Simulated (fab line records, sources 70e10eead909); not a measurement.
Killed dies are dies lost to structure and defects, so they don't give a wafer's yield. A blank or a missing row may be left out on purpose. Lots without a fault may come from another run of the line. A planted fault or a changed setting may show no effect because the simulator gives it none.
Which tool did it? | flow nand_harc | 24 lots, 72 wafers sampled, at 5 steps of a route of 1302

WHAT THE GAUGES READ, wafer by wafer
NHARC_P_CONTACT_OVL_MEAS_13. Usual: overlay_x_nm 0.1 nm, standard deviation 0.88; overlay_y_nm 0.0 nm, standard deviation 0.86.
lot  | measured     | on         | overlay_x_nm (nm) | overlay_y_nm (nm) | flag
L074 | day 6 03:31  | overlay-01 | 0.7 0.2 1.4       | 0.2 0.5 0.4       |
L075 | day 6 11:14  | overlay-01 | 0.7 0.6 0.3       | -0.8 -0.9 -0.5    |
L076 | day 6 16:45  | overlay-01 | 1.0 0.9 1.0       | 1.6 1.3 1.5       |
L077 | day 7 10:56  | overlay-02 | -0.8 -1.7 -1.6    | 0.5 0.7 1.3       |
L078 | day 7 13:11  | overlay-02 | 1.4 2.0 2.3       | 0.7 0.6 0.6       |
L079 | day 8 01:53  | overlay-02 | 0.3 0.2 0.5       | -0.7 -0.2 -0.1    |
L081 | day 8 17:52  | overlay-02 | 0.0 0.3 0.3       | -0.9 -0.3 -0.4    |
L080 | day 8 19:17  | overlay-02 | -0.5 -0.3 -0.2    | 0.0 1.1 0.3       |
L082 | day 9 06:49  | overlay-02 | -0.3 -0.3 -0.6    | 0.0 0.1 -0.7      |
L083 | day 9 22:56  | overlay-01 | 0.5 0.9 0.5       | -0.1 0.2 0.5      |
L084 | day 10 07:38 | overlay-01 | -0.6 -0.6 -0.1    | 0.3 -0.1 0.4      |
L085 | day 10 16:10 | overlay-01 | 0.2 1.3 0.3       | 1.4 1.1 0.4       |
L087 | day 11 04:22 | overlay-01 | -0.6 -1.1 -0.4    | 0.4 0.7 0.5       |
L086 | day 11 04:29 | overlay-02 | -0.2 0.5 0.6      | 1.3 0.7 -0.1      |
L088 | day 11 23:33 | overlay-01 | -0.1 0.0 -0.5     | -0.7 -0.9 -0.6    |
L089 | day 12 00:20 | overlay-02 | 0.2 0.4 0.5       | 0.3 0.8 0.7       |
L090 | day 12 15:05 | overlay-01 | 0.4 1.0 0.8       | -0.7 -0.7 -0.6    |
L091 | day 13 01:12 | overlay-01 | 1.0 1.1 0.9       | 0.6 0.3 0.4       |
L092 | day 13 06:34 | overlay-02 | -0.4 -0.3 0.1     | -0.3 -0.4 -0.1    |
L093 | day 13 18:09 | overlay-01 | 0.7 0.9 1.0       | -1.2 -1.7 -1.6    |
L094 | day 14 01:56 | overlay-02 | 0.5 0.2 0.9       | 0.2 0.7 0.5       |
L095 | day 14 17:22 | overlay-01 | -1.3 -1.1 -1.2    | -2.3 -1.9 -1.8    |
L096 | day 15 01:50 | overlay-02 | -2.0 -2.0 -2.1    | -0.1 -0.3 0.0     |
L097 | day 15 07:58 | overlay-02 | -0.2 0.3 0.0      | -1.2 -1.4 -0.6    |

NHARC_P_M2_INSPECT_27. Usual: raw_defect_count 335, standard deviation 130.
lot  | measured     | on                | raw_defect_count | flag
L074 | day 6 19:03  | defect_inspect-01 | 292 237 229      |
L075 | day 7 02:21  | defect_inspect-01 | 278 270 269      |
L076 | day 7 07:49  | defect_inspect-01 | 262 175 590      |
L077 | day 8 02:11  | defect_inspect-02 | 543 699 468      |
L078 | day 8 04:11  | defect_inspect-01 | 771 886 416      |
L079 | day 8 17:17  | defect_inspect-01 | 256 252 187      |
L081 | day 9 08:50  | defect_inspect-01 | 252 245 172      |
L080 | day 9 10:08  | defect_inspect-01 | 569 387 361      |
L082 | day 9 22:04  | defect_inspect-02 | 265 205 237      |
L083 | day 10 14:50 | defect_inspect-02 | 258 256 491      |
L084 | day 11 03:05 | defect_inspect-02 | 342 468 396      |
L085 | day 11 12:19 | defect_inspect-02 | 283 339 425      |
L087 | day 11 19:53 | defect_inspect-02 | 191 249 354      |
L086 | day 11 20:40 | defect_inspect-01 | 399 286 365      |
L088 | day 12 15:19 | defect_inspect-01 | 191 400 549      |
L089 | day 12 16:20 | defect_inspect-02 | 393 606 600      |
L090 | day 13 06:10 | defect_inspect-02 | 352 313 412      |
L091 | day 13 16:33 | defect_inspect-01 | 246 257 215      |
L092 | day 13 21:39 | defect_inspect-02 | 313 391 378      |
L093 | day 14 09:29 | defect_inspect-02 | 173 282 229      |
L094 | day 14 17:10 | defect_inspect-02 | 337 529 343      |
L095 | day 15 08:32 | defect_inspect-01 | 466 674 348      |
L096 | day 15 17:10 | defect_inspect-02 | 373 168 251      |
L097 | day 15 23:16 | defect_inspect-02 | 226 210 291      |

NHARC_P_BONDPAD_OVL_MEAS_38. Usual: overlay_x_nm -1 nm, standard deviation 6.9; overlay_y_nm -2 nm, standard deviation 5.3.
lot  | measured     | on         | overlay_x_nm (nm) | overlay_y_nm (nm) | flag
L074 | day 6 20:56  | overlay-02 | -5 -5 -5          | -1 -1 -1          |
L075 | day 7 04:15  | overlay-01 | 11 11 10          | 5 4 5             |
L076 | day 7 09:42  | overlay-01 | -3 -3 -4          | -7 -7 -7          |
L077 | day 8 04:04  | overlay-01 | 8 9 8             | -1 -1 -1          |
L078 | day 8 05:55  | overlay-01 | 0 0 0             | 0 0 0             |
L079 | day 8 19:25  | overlay-01 | -1 0 0            | -8 -8 -8          |
L081 | day 9 10:43  | overlay-02 | -6 -6 -6          | -3 -3 -3          |
L080 | day 9 12:00  | overlay-01 | 9 10 10           | -8 -7 -7          |
L082 | day 10 00:04 | overlay-02 | 2 1 1             | 3 2 3             |
L083 | day 10 16:47 | overlay-01 | -7 -8 -8          | -9 -9 -8          |
L084 | day 11 05:00 | overlay-02 | -1 0 -1           | -3 -3 -3          |
L085 | day 11 14:03 | overlay-02 | 2 1 2             | 1 1 1             |
L087 | day 11 21:44 | overlay-02 | -7 -7 -8          | -2 -2 -3          |
L086 | day 11 22:23 | overlay-02 | 1 1 1             | -6 -6 -6          |
L088 | day 12 17:19 | overlay-01 | -8 -9 -8          | -4 -4 -4          |
L089 | day 12 18:21 | overlay-02 | -8 -8 -8          | 2 2 2             |
L090 | day 13 08:02 | overlay-02 | 7 7 8             | -3 -4 -3          |
L091 | day 13 18:16 | overlay-01 | -6 -7 -7          | -1 -1 -1          |
L092 | day 13 23:26 | overlay-02 | -15 -15 -15       | -7 -6 -7          |
L093 | day 14 11:32 | overlay-01 | 3 3 3             | -13 -13 -13       |
L094 | day 14 19:05 | overlay-01 | -8 -7 -7          | 2 1 2             |
L095 | day 15 10:24 | overlay-02 | 0 1 1             | 12 12 12          |
L096 | day 15 19:00 | overlay-02 | 13 13 13          | -8 -8 -8          |
L097 | day 16 01:02 | overlay-01 | -2 -3 -2          | 2 3 2             |

WHICH TOOL RAN EACH LOT (tool, then ch and the chambers of the sampled wafers, then the start)
lot  | NHARC_P_GATE_STRIP_76                | NHARC_P_M2_ETCH_15
L074 | plasma_asher-02 ch 0,1, day 5 21:48  | rie_diel-09 ch 0,2,3, day 6 19:03 or earlier
L075 | plasma_asher-02 ch 0,1, day 6 05:34  | rie_diel-02 ch 0,2, day 7 02:21 or earlier
L076 | plasma_asher-01 ch 0,1, day 6 11:13  | rie_diel-08 ch 1,2,3, day 7 07:49 or earlier
L077 | plasma_asher-02 ch 0,1, day 7 05:17  | rie_diel-08 ch 0,1,3, day 8 02:11 or earlier
L078 | plasma_asher-01 ch 0,1, day 7 07:20  | rie_diel-09 ch 0,2,3, day 8 04:11 or earlier
L079 | plasma_asher-02 ch 0,1, day 7 20:11  | rie_diel-09 ch 1,2,3, day 8 17:17 or earlier
L081 | plasma_asher-02 ch 0,1, day 8 12:17  | rie_diel-09 ch 0,1, day 9 08:50 or earlier
L080 | plasma_asher-02 ch 0,1, day 8 13:42  | rie_diel-09 ch 2,3, day 9 10:08 or earlier
L082 | plasma_asher-01 ch 0,1, day 9 01:01  | rie_diel-09 ch 0,2, day 9 22:04 or earlier
L083 | plasma_asher-02 ch 0,1, day 9 17:17  | rie_diel-09 ch 1,2, day 10 14:50 or earlier
L084 | plasma_asher-02 ch 0,1, day 10 01:35 | rie_diel-09 ch 0,1,2, day 11 03:05 or earlier
L085 | plasma_asher-02 ch 0,1, day 10 10:16 | rie_diel-09 ch 2,3, day 11 12:19 or earlier
L087 | plasma_asher-02 ch 0,1, day 10 21:16 | rie_diel-09 ch 0,1, day 11 19:53 or earlier
L086 | plasma_asher-01 ch 0,1, day 10 21:40 | rie_diel-09 ch 2,3, day 11 20:40 or earlier
L088 | plasma_asher-01 ch 0, day 11 17:51   | rie_diel-02 ch 0,1,3, day 12 15:19 or earlier
L089 | plasma_asher-02 ch 0,1, day 11 18:38 | rie_diel-02 ch 0,1, day 12 16:20 or earlier
L090 | plasma_asher-01 ch 0,1, day 12 09:31 | rie_diel-09 ch 0,1,3, day 13 06:10 or earlier
L091 | plasma_asher-01 ch 0,1, day 12 19:32 | rie_diel-02 ch 0,1,3, day 13 16:33 or earlier
L092 | plasma_asher-02 ch 0,1, day 13 01:06 | rie_diel-08 ch 0,1,2, day 13 21:39 or earlier
L093 | plasma_asher-02 ch 0,1, day 13 12:27 | rie_diel-08 ch 0,3, day 14 09:29 or earlier
L094 | plasma_asher-01 ch 0,1, day 13 19:29 | rie_diel-08 ch 1,2,3, day 14 17:10 or earlier
L095 | plasma_asher-01 ch 0,1, day 14 11:50 | rie_diel-08 ch 1,2, day 15 08:32 or earlier
L096 | plasma_asher-01 ch 0,1, day 14 19:55 | rie_diel-02 ch 0,1,2, day 15 17:10 or earlier
L097 | plasma_asher-02 ch 0,1, day 15 02:19 | rie_diel-02 ch 1,3, day 15 23:16 or earlier
- NHARC_P_GATE_STRIP_76: strips in O2.
- NHARC_P_M2_ETCH_15: etches the open film in C4F8/Ar, target depth 182.5 nm, time 91.2 s.

WHAT THE TOOLS THEMSELVES READ (means of the sampled wafers that have a number; where no wafer has one, the mark that the record gives instead)
NHARC_P_GATE_STRIP_76. Usual: drypump_motor_current_A 5.50 A, standard deviation 0.2; heater_power_w 343 W, standard deviation 39.
lot  | tool            | drypump_motor_current_A (A) | heater_power_w (W) | flag
L074 | plasma_asher-02 | 5.38                        | 368                |
L075 | plasma_asher-02 | 5.34                        | 368                |
L076 | plasma_asher-01 | 5.71                        | 313                |
L077 | plasma_asher-02 | 5.33                        | 375                |
L078 | plasma_asher-01 | 5.70                        | 316                |
L079 | plasma_asher-02 | 5.37                        | 363                |
L081 | plasma_asher-02 | 5.32                        | 372                |
L080 | plasma_asher-02 | 5.38                        | 368                |
L082 | plasma_asher-01 | 5.72                        | 315                |
L083 | plasma_asher-02 | 5.34                        | 369                |
L084 | plasma_asher-02 | 5.33                        | 375                |
L085 | plasma_asher-02 | 5.31                        | 368                |
L087 | plasma_asher-02 | 5.37                        | 364                |
L086 | plasma_asher-01 | 5.71                        | 311                |
L088 | plasma_asher-01 | 5.68                        | 329                |
L089 | plasma_asher-02 | 5.36                        | 376                |
L090 | plasma_asher-01 | 5.75                        | 297                |
L091 | plasma_asher-01 | 5.70                        | 308                |
L092 | plasma_asher-02 | 5.38                        | 372                |
L093 | plasma_asher-02 | 5.36                        | 370                |
L094 | plasma_asher-01 | 5.75                        | 292                |
L095 | plasma_asher-01 | 5.73                        | 292                |
L096 | plasma_asher-01 | 5.75                        | 295                |
L097 | plasma_asher-02 | 5.31                        | 385                |

NHARC_P_M2_ETCH_15. Usual: oes_product_au 0.941 a.u., standard deviation 0.023; rf_vpp_V 440.6 V, standard deviation 2.9.
lot  | tool        | oes_product_au (a.u.) | rf_vpp_V (V) | flag
L074 | rie_diel-09 | 0.971                 | 439.5        |
L075 | rie_diel-02 | 0.921                 | 444.0        |
L076 | rie_diel-08 | 0.923                 | 438.4        |
L077 | rie_diel-08 | 0.920                 | 439.2        |
L078 | rie_diel-09 | 0.962                 | 438.9        |
L079 | rie_diel-09 | 0.959                 | 441.9        |
L081 | rie_diel-09 | 0.960                 | 441.0        |
L080 | rie_diel-09 | 0.955                 | 439.3        |
L082 | rie_diel-09 | 0.963                 | 438.2        |
L083 | rie_diel-09 | 0.944                 | 438.4        |
L084 | rie_diel-09 | 0.969                 | 438.4        |
L085 | rie_diel-09 | 0.964                 | 440.9        |
L087 | rie_diel-09 | 0.926                 | 441.4        |
L086 | rie_diel-09 | 0.948                 | 440.2        |
L088 | rie_diel-02 | 0.957                 | 443.0        |
L089 | rie_diel-02 | 0.914                 | 442.5        |
L090 | rie_diel-09 | 0.969                 | 441.2        |
L091 | rie_diel-02 | 0.917                 | 443.6        |
L092 | rie_diel-08 | 0.924                 | 437.5        |
L093 | rie_diel-08 | 0.919                 | 438.7        |
L094 | rie_diel-08 | 0.924                 | 438.9        |
L095 | rie_diel-08 | 0.933                 | 437.3        |
L096 | rie_diel-02 | 0.915                 | 442.7        |
L097 | rie_diel-02 | 0.911                 | 442.3        |

THE ANSWER, worked out from the rows above alone
Rule: a lot is off if the mean of its wafers that have a number lies more than 3 standard deviations from the usual mean. A lot without any number at a reading at which 4 lots or more have one is off too. The other lots that the step has rows for count as sound. The gauges are gone through in route order, then the tools' own readings, and for those a lot's mean is taken as printed above. The first step at which some lot is off is used, and at that step the reading that is off furthest; a lot without a number counts as furthest.
No lot is off at any reading shown: from this, nothing can be told.

WHAT THE SIMULATOR HAD PUT IN
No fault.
